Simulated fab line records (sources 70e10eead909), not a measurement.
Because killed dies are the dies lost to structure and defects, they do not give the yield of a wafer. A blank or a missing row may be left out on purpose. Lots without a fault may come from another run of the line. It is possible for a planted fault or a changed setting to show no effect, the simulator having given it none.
The tool behind it: which one? || flow nand-harc || 24 lots, 72 wafers sampled, at 5 steps of a route of 1302

WHAT THE GAUGES READ, wafer by wafer
NHARC_A_M1_THK_MEAS_24: measures by xrf. Usual: thk-nm at 154.0 nm, with a standard deviation of 1.6.
{"lot": "L074", "measured": "day 23 04:16", "on": "film-metro-02", "thk-nm (nm)": "155.8 154.8 156.2", "flag": ""}
{"lot": "L075", "measured": "day 23 10:20", "on": "film-metro-02", "thk-nm (nm)": "154.7 154.1 154.2", "flag": ""}
{"lot": "L076", "measured": "day 23 11:26", "on": "film-metro-02", "thk-nm (nm)": "155.9 153.0 151.7", "flag": ""}
{"lot": "L077", "measured": "day 24 00:29", "on": "film-metro-02", "thk-nm (nm)": "151.4 152.2 154.8", "flag": ""}
{"lot": "L078", "measured": "day 24 10:52", "on": "film-metro-01", "thk-nm (nm)": "156.4 153.2 154.2", "flag": ""}
{"lot": "L079", "measured": "day 24 17:48", "on": "film-metro-01", "thk-nm (nm)": "154.0 154.3 155.0", "flag": ""}
{"lot": "L080", "measured": "day 25 10:25", "on": "film-metro-02", "thk-nm (nm)": "153.1 153.9 154.4", "flag": ""}
{"lot": "L081", "measured": "day 26 03:46", "on": "film-metro-01", "thk-nm (nm)": "154.2 154.2 156.1", "flag": ""}
{"lot": "L083", "measured": "day 26 16:43", "on": "film-metro-02", "thk-nm (nm)": "152.0 152.3 152.6", "flag": ""}
{"lot": "L082", "measured": "day 26 17:58", "on": "film-metro-02", "thk-nm (nm)": "155.1 155.3 154.7", "flag": ""}
{"lot": "L084", "measured": "day 27 18:39", "on": "film-metro-02", "thk-nm (nm)": "153.5 155.0 152.9", "flag": ""}
{"lot": "L085", "measured": "day 27 19:59", "on": "film-metro-02", "thk-nm (nm)": "156.4 155.2 153.6", "flag": ""}
{"lot": "L087", "measured": "day 28 08:20", "on": "film-metro-02", "thk-nm (nm)": "152.4 153.7 154.2", "flag": ""}
{"lot": "L088", "measured": "day 28 10:52", "on": "film-metro-02", "thk-nm (nm)": "154.1 152.1 153.8", "flag": ""}
{"lot": "L086", "measured": "day 28 11:25", "on": "film-metro-02", "thk-nm (nm)": "153.4 155.7 155.6", "flag": ""}
{"lot": "L089", "measured": "day 28 12:41", "on": "film-metro-01", "thk-nm (nm)": "151.8 152.4 151.5", "flag": ""}
{"lot": "L091", "measured": "day 29 13:42", "on": "film-metro-01", "thk-nm (nm)": "152.0 152.9 152.5", "flag": ""}
{"lot": "L090", "measured": "day 29 15:08", "on": "film-metro-02", "thk-nm (nm)": "152.4 151.7 157.7", "flag": ""}
{"lot": "L092", "measured": "day 30 09:59", "on": "film-metro-01", "thk-nm (nm)": "152.3 153.2 155.9", "flag": ""}
{"lot": "L093", "measured": "day 30 14:37", "on": "film-metro-01", "thk-nm (nm)": "153.0 151.2 151.8", "flag": ""}
{"lot": "L094", "measured": "day 30 19:05", "on": "film-metro-01", "thk-nm (nm)": "156.4 154.0 157.1", "flag": ""}
{"lot": "L095", "measured": "day 31 12:55", "on": "film-metro-02", "thk-nm (nm)": "156.3 156.4 154.1", "flag": ""}
{"lot": "L096", "measured": "day 31 13:37", "on": "film-metro-02", "thk-nm (nm)": "155.4 154.4 156.2", "flag": ""}
{"lot": "L097", "measured": "day 33 07:29", "on": "film-metro-01", "thk-nm (nm)": "153.2 156.8 153.2", "flag": ""}

NHARC_A_BONDPAD_CD_MEAS_09 targets a cd of 500 nm. Usual: cd-nm at 499.7 nm, with a standard deviation of 1.7.
{"lot": "L074", "measured": "day 23 06:22", "on": "cd-sem-01", "cd-nm (nm)": "502.2 500.2 500.6", "flag": ""}
{"lot": "L075", "measured": "day 23 12:26", "on": "cd-sem-01", "cd-nm (nm)": "499.4 500.6 501.4", "flag": ""}
{"lot": "L076", "measured": "day 23 13:31", "on": "cd-sem-01", "cd-nm (nm)": "501.1 496.5 498.3", "flag": ""}
{"lot": "L077", "measured": "day 24 02:34", "on": "cd-sem-03", "cd-nm (nm)": "498.5 498.0 498.5", "flag": ""}
{"lot": "L078", "measured": "day 24 13:07", "on": "cd-sem-03", "cd-nm (nm)": "498.1 500.1 500.2", "flag": ""}
{"lot": "L079", "measured": "day 24 19:53", "on": "cd-sem-01", "cd-nm (nm)": "499.4 502.1 499.0", "flag": ""}
{"lot": "L080", "measured": "day 25 12:29", "on": "cd-sem-02", "cd-nm (nm)": "498.2 499.8 498.9", "flag": ""}
{"lot": "L081", "measured": "day 26 05:51", "on": "cd-sem-01", "cd-nm (nm)": "501.8 500.9 503.1", "flag": ""}
{"lot": "L083", "measured": "day 26 18:48", "on": "cd-sem-03", "cd-nm (nm)": "502.4 501.8 502.4", "flag": ""}
{"lot": "L082", "measured": "day 26 20:03", "on": "cd-sem-01", "cd-nm (nm)": "499.8 499.0 497.8", "flag": ""}
{"lot": "L084", "measured": "day 27 20:44", "on": "cd-sem-01", "cd-nm (nm)": "500.5 502.4 502.7", "flag": ""}
{"lot": "L085", "measured": "day 27 21:56", "on": "cd-sem-03", "cd-nm (nm)": "500.5 500.5 499.6", "flag": ""}
{"lot": "L087", "measured": "day 28 10:25", "on": "cd-sem-03", "cd-nm (nm)": "500.8 498.2 498.5", "flag": ""}
{"lot": "L088", "measured": "day 28 12:57", "on": "cd-sem-02", "cd-nm (nm)": "499.2 498.4 498.5", "flag": ""}
{"lot": "L086", "measured": "day 28 13:31", "on": "cd-sem-03", "cd-nm (nm)": "501.3 500.5 500.8", "flag": ""}
{"lot": "L089", "measured": "day 28 14:48", "on": "cd-sem-01", "cd-nm (nm)": "499.9 500.4 501.5", "flag": ""}
{"lot": "L091", "measured": "day 29 15:43", "on": "cd-sem-02", "cd-nm (nm)": "498.3 497.7 501.2", "flag": ""}
{"lot": "L090", "measured": "day 29 17:13", "on": "cd-sem-02", "cd-nm (nm)": "500.6 500.1 499.0", "flag": ""}
{"lot": "L092", "measured": "day 30 12:04", "on": "cd-sem-01", "cd-nm (nm)": "498.1 500.9 499.4", "flag": ""}
{"lot": "L093", "measured": "day 30 16:41", "on": "cd-sem-02", "cd-nm (nm)": "496.1 495.6 497.1", "flag": ""}
{"lot": "L094", "measured": "day 30 21:02", "on": "cd-sem-02", "cd-nm (nm)": "499.2 499.3 499.2", "flag": ""}
{"lot": "L095", "measured": "day 31 14:52", "on": "cd-sem-03", "cd-nm (nm)": "500.6 502.4 501.2", "flag": ""}
{"lot": "L096", "measured": "day 31 15:42", "on": "cd-sem-01", "cd-nm (nm)": "497.6 500.2 500.3", "flag": ""}
{"lot": "L097", "measured": "day 33 09:34", "on": "cd-sem-01", "cd-nm (nm)": "501.0 500.9 498.5", "flag": ""}

NHARC_A_BONDPAD_CD_MEAS_13. Usual: cd-nm at 499.3 nm, with a standard deviation of 1.8.
{"lot": "L074", "measured": "day 23 06:53", "on": "cd-sem-03", "cd-nm (nm)": "502.2 500.6 500.6", "flag": ""}
{"lot": "L075", "measured": "day 23 12:58", "on": "cd-sem-03", "cd-nm (nm)": "499.6 500.9 500.3", "flag": ""}
{"lot": "L076", "measured": "day 23 14:03", "on": "cd-sem-03", "cd-nm (nm)": "501.3 495.5 498.1", "flag": ""}
{"lot": "L077", "measured": "day 24 03:06", "on": "cd-sem-03", "cd-nm (nm)": "496.9 497.8 499.1", "flag": ""}
{"lot": "L078", "measured": "day 24 13:47", "on": "cd-sem-03", "cd-nm (nm)": "497.5 500.9 500.0", "flag": ""}
{"lot": "L079", "measured": "day 24 20:25", "on": "cd-sem-01", "cd-nm (nm)": "497.5 500.7 498.3", "flag": ""}
{"lot": "L080", "measured": "day 25 13:01", "on": "cd-sem-03", "cd-nm (nm)": "497.4 499.7 499.5", "flag": ""}
{"lot": "L081", "measured": "day 26 06:26", "on": "cd-sem-02", "cd-nm (nm)": "502.1 500.7 502.4", "flag": ""}
{"lot": "L083", "measured": "day 26 19:20", "on": "cd-sem-03", "cd-nm (nm)": "503.3 502.4 501.7", "flag": ""}
{"lot": "L082", "measured": "day 26 20:35", "on": "cd-sem-03", "cd-nm (nm)": "499.6 499.3 497.9", "flag": ""}
{"lot": "L084", "measured": "day 27 21:16", "on": "cd-sem-03", "cd-nm (nm)": "500.9 502.1 501.5", "flag": ""}
{"lot": "L085", "measured": "day 27 22:28", "on": "cd-sem-03", "cd-nm (nm)": "499.0 499.3 498.4", "flag": ""}
{"lot": "L087", "measured": "day 28 10:57", "on": "cd-sem-03", "cd-nm (nm)": "499.9 496.8 496.3", "flag": ""}
{"lot": "L088", "measured": "day 28 13:29", "on": "cd-sem-01", "cd-nm (nm)": "498.7 497.3 498.5", "flag": ""}
{"lot": "L086", "measured": "day 28 14:02", "on": "cd-sem-01", "cd-nm (nm)": "500.2 501.0 500.3", "flag": ""}
{"lot": "L089", "measured": "day 28 15:20", "on": "cd-sem-01", "cd-nm (nm)": "499.2 499.5 501.7", "flag": ""}
{"lot": "L091", "measured": "day 29 16:14", "on": "cd-sem-02", "cd-nm (nm)": "498.6 496.3 500.5", "flag": ""}
{"lot": "L090", "measured": "day 29 17:47", "on": "cd-sem-02", "cd-nm (nm)": "500.5 500.1 497.3", "flag": ""}
{"lot": "L092", "measured": "day 30 12:36", "on": "cd-sem-01", "cd-nm (nm)": "497.4 499.5 498.3", "flag": ""}
{"lot": "L093", "measured": "day 30 17:13", "on": "cd-sem-02", "cd-nm (nm)": "494.6 495.3 496.5", "flag": ""}
{"lot": "L094", "measured": "day 30 21:34", "on": "cd-sem-02", "cd-nm (nm)": "498.1 499.5 499.1", "flag": ""}
{"lot": "L095", "measured": "day 31 15:24", "on": "cd-sem-03", "cd-nm (nm)": "499.4 502.1 499.7", "flag": ""}
{"lot": "L096", "measured": "day 31 16:14", "on": "cd-sem-01", "cd-nm (nm)": "497.0 499.0 500.0", "flag": ""}
{"lot": "L097", "measured": "day 33 10:32", "on": "cd-sem-03", "cd-nm (nm)": "500.4 501.6 497.3", "flag": ""}

NHARC_THIN_TSV_CD_MEAS_12 targets a cd of 1000 nm. Usual: cd-nm at 999.7 nm, with a standard deviation of 2.3.
{"lot": "L074", "measured": "day 23 21:20", "on": "cd-sem-02", "cd-nm (nm)": "997.5 996.8 997.7", "flag": ""}
{"lot": "L075", "measured": "day 24 03:38", "on": "cd-sem-01", "cd-nm (nm)": "1002.5 1001.2 1000.9", "flag": ""}
{"lot": "L076", "measured": "day 24 05:00", "on": "cd-sem-03", "cd-nm (nm)": "1000.1 1000.4 1001.5", "flag": ""}
{"lot": "L077", "measured": "day 24 17:32", "on": "cd-sem-03", "cd-nm (nm)": "1001.5 999.9 1001.2", "flag": ""}
{"lot": "L078", "measured": "day 25 04:52", "on": "cd-sem-03", "cd-nm (nm)": "999.7 1001.3 1001.6", "flag": ""}
{"lot": "L079", "measured": "day 25 11:00", "on": "cd-sem-01", "cd-nm (nm)": "999.3 996.6 997.4", "flag": ""}
{"lot": "L080", "measured": "day 26 03:49", "on": "cd-sem-02", "cd-nm (nm)": "999.9 1000.8 1001.5", "flag": ""}
{"lot": "L081", "measured": "day 26 22:46", "on": "cd-sem-01", "cd-nm (nm)": "1000.6 999.7 1001.7", "flag": ""}
{"lot": "L083", "measured": "day 27 09:47", "on": "cd-sem-02", "cd-nm (nm)": "1001.3 1001.7 1002.1", "flag": ""}
{"lot": "L082", "measured": "day 27 10:59", "on": "cd-sem-02", "cd-nm (nm)": "997.0 994.7 997.6", "flag": ""}
{"lot": "L084", "measured": "day 28 11:40", "on": "cd-sem-01", "cd-nm (nm)": "997.6 996.0 997.9", "flag": ""}
{"lot": "L085", "measured": "day 28 12:52", "on": "cd-sem-01", "cd-nm (nm)": "997.6 995.3 996.0", "flag": ""}
{"lot": "L087", "measured": "day 29 01:17", "on": "cd-sem-01", "cd-nm (nm)": "1001.2 998.5 1001.3", "flag": ""}
{"lot": "L088", "measured": "day 29 02:37", "on": "cd-sem-03", "cd-nm (nm)": "1001.0 1002.3 1000.5", "flag": ""}
{"lot": "L086", "measured": "day 29 05:41", "on": "cd-sem-01", "cd-nm (nm)": "995.5 997.5 998.8", "flag": ""}
{"lot": "L089", "measured": "day 29 06:53", "on": "cd-sem-02", "cd-nm (nm)": "998.2 1000.0 1000.1", "flag": ""}
{"lot": "L091", "measured": "day 30 07:23", "on": "cd-sem-02", "cd-nm (nm)": "998.2 999.3 997.4", "flag": ""}
{"lot": "L090", "measured": "day 30 08:43", "on": "cd-sem-02", "cd-nm (nm)": "1002.4 1000.4 1002.4", "flag": ""}
{"lot": "L092", "measured": "day 31 03:07", "on": "cd-sem-01", "cd-nm (nm)": "999.8 1002.2 1001.3", "flag": ""}
{"lot": "L093", "measured": "day 31 10:57", "on": "cd-sem-03", "cd-nm (nm)": "1001.3 998.7 1003.9", "flag": ""}
{"lot": "L094", "measured": "day 31 12:08", "on": "cd-sem-02", "cd-nm (nm)": "998.1 1000.4 1003.0", "flag": ""}
{"lot": "L095", "measured": "day 32 13:39", "on": "cd-sem-02", "cd-nm (nm)": "996.3 999.3 998.2", "flag": ""}
{"lot": "L096", "measured": "day 32 14:52", "on": "cd-sem-01", "cd-nm (nm)": "1002.3 998.3 998.1", "flag": ""}
{"lot": "L097", "measured": "day 34 00:54", "on": "cd-sem-02", "cd-nm (nm)": "1002.4 1002.9 1002.7", "flag": ""}

TOOL THAT RAN EACH LOT (tool first, then ch and the chambers of the sampled wafers, then the start)
{"lot": "L074", "NHARC_THIN_TSV_CMP_01": "cmp-04 ch 0,1,3, day 23 20:01"}
{"lot": "L075", "NHARC_THIN_TSV_CMP_01": "cmp-04 ch 0,3, day 24 02:28"}
{"lot": "L076", "NHARC_THIN_TSV_CMP_01": "cmp-02 ch 1,2,3, day 24 03:42"}
{"lot": "L077", "NHARC_THIN_TSV_CMP_01": "cmp-01 ch 1,2,3, day 24 16:14"}
{"lot": "L078", "NHARC_THIN_TSV_CMP_01": "cmp-02 ch 0,1,3, day 25 03:36"}
{"lot": "L079", "NHARC_THIN_TSV_CMP_01": "cmp-01 ch 0,1,3, day 25 09:41"}
{"lot": "L080", "NHARC_THIN_TSV_CMP_01": "cmp-01 ch 1,2,3, day 26 02:32"}
{"lot": "L081", "NHARC_THIN_TSV_CMP_01": "cmp-04 ch 0,2,3, day 26 21:39"}
{"lot": "L083", "NHARC_THIN_TSV_CMP_01": "cmp-01 ch 0,1,3, day 27 08:28"}
{"lot": "L082", "NHARC_THIN_TSV_CMP_01": "cmp-04 ch 0,1,3, day 27 09:44"}
{"lot": "L084", "NHARC_THIN_TSV_CMP_01": "cmp-01 ch 1,2,3, day 28 10:22"}
{"lot": "L085", "NHARC_THIN_TSV_CMP_01": "cmp-04 ch 0,2,3, day 28 11:35"}
{"lot": "L087", "NHARC_THIN_TSV_CMP_01": "cmp-04 ch 0,3, day 29 00:05"}
{"lot": "L088", "NHARC_THIN_TSV_CMP_01": "cmp-04 ch 0,1, day 29 01:18"}
{"lot": "L086", "NHARC_THIN_TSV_CMP_01": "cmp-02 ch 0,2,3, day 29 04:22"}
{"lot": "L089", "NHARC_THIN_TSV_CMP_01": "cmp-04 ch 0,1,3, day 29 05:35"}
{"lot": "L091", "NHARC_THIN_TSV_CMP_01": "cmp-02 ch 0,1, day 30 06:11"}
{"lot": "L090", "NHARC_THIN_TSV_CMP_01": "cmp-04 ch 0,1,3, day 30 07:24"}
{"lot": "L092", "NHARC_THIN_TSV_CMP_01": "cmp-04 ch 0,1,2, day 31 01:51"}
{"lot": "L093", "NHARC_THIN_TSV_CMP_01": "cmp-04 ch 0,1, day 31 09:38"}
{"lot": "L094", "NHARC_THIN_TSV_CMP_01": "cmp-02 ch 0,1,2, day 31 10:49"}
{"lot": "L095", "NHARC_THIN_TSV_CMP_01": "cmp-04 ch 2,3, day 32 12:20"}
{"lot": "L096", "NHARC_THIN_TSV_CMP_01": "cmp-01 ch 2,3, day 32 13:34"}
{"lot": "L097", "NHARC_THIN_TSV_CMP_01": "cmp-04 ch 1,3, day 33 23:35"}
- NHARC_THIN_TSV_CMP_01: polishes.

AS READ BY THE TOOLS THEMSELVES (means over the sampled wafers that have a number; for cases with no such wafer, the mark the record gives instead)
NHARC_THIN_TSV_CMP_01. Usual: motor-current-A 12.0 A, standard deviation 1.2; slurry-flow-ml-min 150.1, standard deviation 0.48.
{"lot": "L074", "tool": "cmp-04", "motor-current-A (A)": 11.2, "slurry-flow-ml-min": 150.1, "flag": ""}
{"lot": "L075", "tool": "cmp-04", "motor-current-A (A)": 11.3, "slurry-flow-ml-min": 150.2, "flag": ""}
{"lot": "L076", "tool": "cmp-02", "motor-current-A (A)": 12.5, "slurry-flow-ml-min": 150.2, "flag": ""}
{"lot": "L077", "tool": "cmp-01", "motor-current-A (A)": 11.2, "slurry-flow-ml-min": 150.3, "flag": ""}
{"lot": "L078", "tool": "cmp-02", "motor-current-A (A)": 12.1, "slurry-flow-ml-min": 149.8, "flag": ""}
{"lot": "L079", "tool": "cmp-01", "motor-current-A (A)": 12.5, "slurry-flow-ml-min": 149.7, "flag": ""}
{"lot": "L080", "tool": "cmp-01", "motor-current-A (A)": 11.4, "slurry-flow-ml-min": 150.2, "flag": ""}
{"lot": "L081", "tool": "cmp-04", "motor-current-A (A)": 12.0, "slurry-flow-ml-min": 150.2, "flag": ""}
{"lot": "L083", "tool": "cmp-01", "motor-current-A (A)": 12.5, "slurry-flow-ml-min": 150.2, "flag": ""}
{"lot": "L082", "tool": "cmp-04", "motor-current-A (A)": 11.6, "slurry-flow-ml-min": 150.0, "flag": ""}
{"lot": "L084", "tool": "cmp-01", "motor-current-A (A)": 11.0, "slurry-flow-ml-min": 150.0, "flag": ""}
{"lot": "L085", "tool": "cmp-04", "motor-current-A (A)": 12.1, "slurry-flow-ml-min": 149.9, "flag": ""}
{"lot": "L087", "tool": "cmp-04", "motor-current-A (A)": 10.8, "slurry-flow-ml-min": 149.8, "flag": ""}
{"lot": "L088", "tool": "cmp-04", "motor-current-A (A)": 11.1, "slurry-flow-ml-min": 150.5, "flag": ""}
{"lot": "L086", "tool": "cmp-02", "motor-current-A (A)": 12.0, "slurry-flow-ml-min": 150.1, "flag": ""}
{"lot": "L089", "tool": "cmp-04", "motor-current-A (A)": 11.3, "slurry-flow-ml-min": 149.7, "flag": ""}
{"lot": "L091", "tool": "cmp-02", "motor-current-A (A)": 12.2, "slurry-flow-ml-min": 149.8, "flag": ""}
{"lot": "L090", "tool": "cmp-04", "motor-current-A (A)": 11.1, "slurry-flow-ml-min": 150.6, "flag": ""}
{"lot": "L092", "tool": "cmp-04", "motor-current-A (A)": 12.0, "slurry-flow-ml-min": 150.1, "flag": ""}
{"lot": "L093", "tool": "cmp-04", "motor-current-A (A)": 11.0, "slurry-flow-ml-min": 150.3, "flag": ""}
{"lot": "L094", "tool": "cmp-02", "motor-current-A (A)": 11.9, "slurry-flow-ml-min": 150.2, "flag": ""}
{"lot": "L095", "tool": "cmp-04", "motor-current-A (A)": 12.5, "slurry-flow-ml-min": 150.2, "flag": ""}
{"lot": "L096", "tool": "cmp-01", "motor-current-A (A)": 11.9, "slurry-flow-ml-min": 150.5, "flag": ""}
{"lot": "L097", "tool": "cmp-04", "motor-current-A (A)": 11.4, "slurry-flow-ml-min": 150.2, "flag": ""}

THE ANSWER, worked out from the rows above alone
Rule: lot off if the mean of its wafers having a number is beyond 3 standard deviations from the usual mean. A lot without any number at a reading at which 4 lots or more have one is off too. Where the step has rows for the other lots, those lots are counted as sound. After the gauges, taken in route order, come the tools' own readings; for these a lot's mean is taken, as printed above. At the first step where some lot is off, the reading lying furthest off is the one used; lots without a number count as furthest.
No lot is off at any reading shown: from this, nothing can be told.

WHAT WAS PUT IN BY THE SIMULATOR
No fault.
